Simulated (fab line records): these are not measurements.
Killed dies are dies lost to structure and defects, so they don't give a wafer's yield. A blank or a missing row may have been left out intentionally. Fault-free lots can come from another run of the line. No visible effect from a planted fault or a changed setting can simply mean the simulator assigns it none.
Struck lot and sound lot, side by side    flow n5Finfet    15 out of 1938 route steps
Sound: these wafers, L750.1, L750.2, L750.5. The struck wafers were L759.1, L759.3, L759.6. The cause is given at the end.
For every step that has rows: the tool of each side, followed by ch and its chambers, followed by its first start. Under that, the readings that differ: sound wafers    struck wafers    difference of the means    sigmas: that difference in standard deviations of wafers without a fault.
alike: a reading whose means differ by less than 2 such deviations, as well as words and numbers matching on both sides. not compared: withheld readings; readings where some wafer has no value; bounds like >300 that might hide an equal value; numbers whose values overlap and for which the record gives no deviation.
Wherever a step has rows on one side only, a row that says differs or no value, or a row with sigmas, the two part there. Numbers that don't overlap but have no deviation are shown without sigmas and don't part them. A reading missing from all wafers of one side parts the sides only when that side holds two or more wafers.

N5_BEOL_M11_CMP_52: polishes, stops on SiCOH lowk, t overpolish 7 s, target thk 140 nm.
  sound on cmp-04 ch 1,3, day 10 22:30; struck on cmp-01 ch 0,1,2, day 13 06:35
  alike: barrierFieldEndpointS, clearingPlatenDownForcePsi, motorCurrentA, overpolishRunS, timeToEndpointS
N5_BEOL_M11_THK_MEAS_53: measures by xrf.
  sound: filmMetro-02 at day 10 22:47; struck: filmMetro-01 at day 13 06:50
  alike: M11_THK
then, 1 step without rows for these wafers: N5_BEOL_M11_PRE_CLEAN_55 (time 15 s).
N5_BEOL_M11_DEP_56: deposits SiCN from 3MS/NH3, target thk 30 nm, time 10.5 s.
  sound on pecvd-02 ch 1,2, day 10 22:52; struck on pecvd-04 ch 0,1,2, day 13 06:54
  alike: showerheadPlenumPTorr, showerheadVppV, throttleValvePct
N5_BEOL_M11_RS_MEAS_57: measures by four-point-probe.
  sound: filmMetro-01 at day 10 22:57; struck: filmMetro-01 at day 13 06:58
  alike: M11_RS
N5_BEOL_M11_INSPECT_58: inspects for defects (darkfield).
  sound: defectInspect-01 at day 10 22:58; struck: defectInspect-01 at day 13 06:59
  alike: rawDefectCount
N5_BEOL_M12_ILD_DEP_00: deposits SiOC from DEMS/O2, target thk 658.92 nm, time 130.7 s.
  sound on pecvd-01 ch 1,2, day 10 23:01; struck on pecvd-03 ch 0,1, day 13 07:02
  alike: heaterPowerW, showerheadPlenumPTorr, showerheadVppV, throttleValvePct
N5_BEOL_M12_THK_MEAS_01:
  sound: filmMetro-01 at day 10 23:08; struck: filmMetro-01 at day 13 07:10
  alike: M12_ILD_THK
then, 4 steps without rows for these wafers: N5_BEOL_M12_COAT_58 (time 60 s, resist thk 89 nm); N5_BEOL_M12_COAT_04 (resist thk 400 nm); N5_BEOL_M12_EBR_06; N5_BEOL_M12_SOFTBAKE_05 (time 60 s).
N5_BEOL_M12_EXPOSE_07: exposes mask V11.
  sound on krfScanner-02 ch 0, day 10 23:24; struck on krfScanner-02 ch 0, day 13 07:25
reading            sound              struck             difference  sigmas
exposureDoseMJCm2  32.46 32.49 32.40  33.25 33.26 33.23  +0.80       +27
  alike: mask
then, 1 step without rows for these wafers: N5_BEOL_M12_PEB_08 (peb time 90 s).
N5_PASSIVATION_PROBE_49:
  sound: prober-01 at day 12 11:31; struck: prober-01 at day 14 21:34
  alike: defectLimitedYield, killed_at_M0_to_M3, killed_at_M4_up, killedAtContacts, killedAtFrontEnd, killedAtOther, killedDies, killedOnRim, killedOpen, killedShort, sort_bin_5_function, sort_bin_6_memory, sortNPass, sortYieldPct

## WHERE THEY PART
At N5_BEOL_M12_EXPOSE_07 and nowhere else, as far as this record goes. Later steps at which nothing parts them and some readings are alike: N5_PASSIVATION_PROBE_49.

WHY: what the simulator had put in
Drift in process parameters on krfScanner-02 at N5_BEOL_M12_EXPOSE_07, starting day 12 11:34. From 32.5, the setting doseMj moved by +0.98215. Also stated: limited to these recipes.
